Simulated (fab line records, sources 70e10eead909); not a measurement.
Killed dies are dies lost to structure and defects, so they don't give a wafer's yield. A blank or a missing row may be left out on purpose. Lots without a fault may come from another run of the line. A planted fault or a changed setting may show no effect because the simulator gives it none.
Chamber matching | flow nand_harc | NHARC_P_CONTACT_ETCH_31 on rie_diel-08: 4 sister chambers
The step etches the open film in CH3F/O2, target depth 30 nm, time 85.7 s. 8 wafers are shown with their chamber, then 6 later ones without.

WAFERS WITH THEIR CHAMBER
wafer  | chamber | showerhead_plenum_p_Torr (Torr) | drypump_motor_current_A (A)
L235.2 | 2       | 2.46                            | 6.7
L235.5 | 3       | 2.60                            | 6.0
L235.6 | 2       | 2.46                            | 6.7
L242.4 | 1       | 2.50                            | 6.0
L242.5 | 3       | 2.60                            | 6.0
L247.2 | 0       | 2.41                            | 5.5
L247.5 | 0       | 2.41                            | 5.6
L247.6 | 1       | 2.49                            | 6.0

WAFERS WITHOUT THEIR CHAMBER
wafer  | showerhead_plenum_p_Torr (Torr) | drypump_motor_current_A (A)
L250.3 | 2.46                            | 6.7
L250.5 | 2.41                            | 5.6
L250.6 | 2.60                            | 6.0
L252.2 | 2.46                            | 6.7
L252.5 | 2.41                            | 5.5
L252.6 | 2.49                            | 6.0

WHICH CHAMBER EACH WENT THROUGH
wafer  | from the rows above | in truth
L250.3 | 2                   | 2
L250.5 | 0                   | 0
L250.6 | 3                   | 3
L252.2 | 2                   | 2
L252.5 | 0                   | 0
L252.6 | 1                   | 1
Placed correctly: 6 of 6. Can't be placed from these rows: 0. Placed wrongly: 0.
How it was worked out, from the rows above alone: a wafer's distance from a chamber is the root of the sum, over the readings, of the square of ((its reading less the chamber's mean) divided by the reading's scatter). The wafer belongs to the nearest chamber; if the next one is less than 2 further off, it can't be placed. A chamber's mean is the mean of its shown wafers. The scatter: the root of (the sum of the squares of (reading less its chamber's mean) over the shown wafers, divided by (wafers less chambers)).
